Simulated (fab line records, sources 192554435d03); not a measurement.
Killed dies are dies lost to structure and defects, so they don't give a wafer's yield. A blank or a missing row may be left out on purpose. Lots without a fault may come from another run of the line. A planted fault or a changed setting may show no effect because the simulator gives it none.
Chamber matching | flow n5_finfet | N5_BEOL_M11_STRIP_67 on rie_diel-01: 4 sister chambers
The step strips in CF4. 18 wafers are shown with their chamber, then 9 later ones without.

WAFERS WITH THEIR CHAMBER
wafer  | chamber | showerhead_plenum_p_Torr (Torr) | throttle_valve_pct (%) | drypump_motor_current_A (A)
L074.1 | 1       | 1.71                            | 13.87                  | 5.1
L074.5 | 0       | 1.90                            | 13.45                  | 5.3
L074.6 | 2       | 1.75                            | 13.30                  | 5.4
L077.1 | 2       | 1.75                            | 13.34                  | 5.5
L077.3 | 3       | 1.84                            | 13.26                  | 5.6
L077.6 | 0       | 1.90                            | 13.49                  | 5.4
L083.3 | 3       | 1.84                            | 13.28                  | 5.6
L083.4 | 0       | 1.90                            | 13.50                  | 5.3
L083.5 | 3       | 1.84                            | 13.28                  | 5.6
L082.2 | 3       | 1.84                            | 13.30                  | 5.6
L082.3 | 1       | 1.70                            | 13.93                  | 5.1
L082.6 | 0       | 1.90                            | 13.51                  | 5.3
L085.1 | 1       | 1.70                            | 13.94                  | 5.1
L085.4 | 2       | 1.74                            | 13.38                  | 5.5
L085.6 | 2       | 1.74                            | 13.39                  | 5.4
L090.1 | 2       | 1.74                            | 13.40                  | 5.4
L090.2 | 3       | 1.84                            | 13.31                  | 5.6
L090.6 | 0       | 1.89                            | 13.54                  | 5.3

SIGNATURES (means of the wafers above)
reading                  | chamber 0 | chamber 1 | chamber 2 | chamber 3 | scatter within a chamber
showerhead_plenum_p_Torr | 1.8980    | 1.7033    | 1.7440    | 1.8400    | 0.00436
throttle_valve_pct       | 13.4980   | 13.9133   | 13.3620   | 13.2860   | 0.0333
drypump_motor_current_A  | 5.320     | 5.100     | 5.440     | 5.600     | 0.0378
Rule: a wafer's distance from a chamber is the root of the sum, over the readings, of the square of ((its reading less the chamber's mean) divided by the reading's scatter). The wafer belongs to the nearest chamber; if the next one is less than 2 further off, it can't be placed. The scatter: the root of (the sum of the squares of (reading less its chamber's mean) over the shown wafers, divided by (wafers less chambers)).

WAFERS WITHOUT THEIR CHAMBER
wafer  | showerhead_plenum_p_Torr (Torr) | throttle_valve_pct (%) | drypump_motor_current_A (A)
L092.2 | 1.74                            | 13.41                  | 5.5
L092.4 | 1.83                            | 13.34                  | 5.6
L092.6 | 1.74                            | 13.42                  | 5.5
L095.1 | 1.69                            | 13.97                  | 5.1
L095.2 | 1.74                            | 13.41                  | 5.4
L095.4 | 1.84                            | 13.34                  | 5.6
L097.1 | 1.83                            | 13.35                  | 5.6
L097.4 | 1.74                            | 13.45                  | 5.5
L097.5 | 1.89                            | 13.57                  | 5.3

WHICH CHAMBER EACH WENT THROUGH
wafer  | from the rows above | in truth
L092.2 | 2                   | 2
L092.4 | 3                   | 3
L092.6 | 2                   | 2
L095.1 | 1                   | 1
L095.2 | 2                   | 2
L095.4 | 3                   | 3
L097.1 | 3                   | 3
L097.4 | 2                   | 2
L097.5 | 0                   | 0
Placed correctly: 9 of 9. Can't be placed from these rows: 0. Placed wrongly: 0.
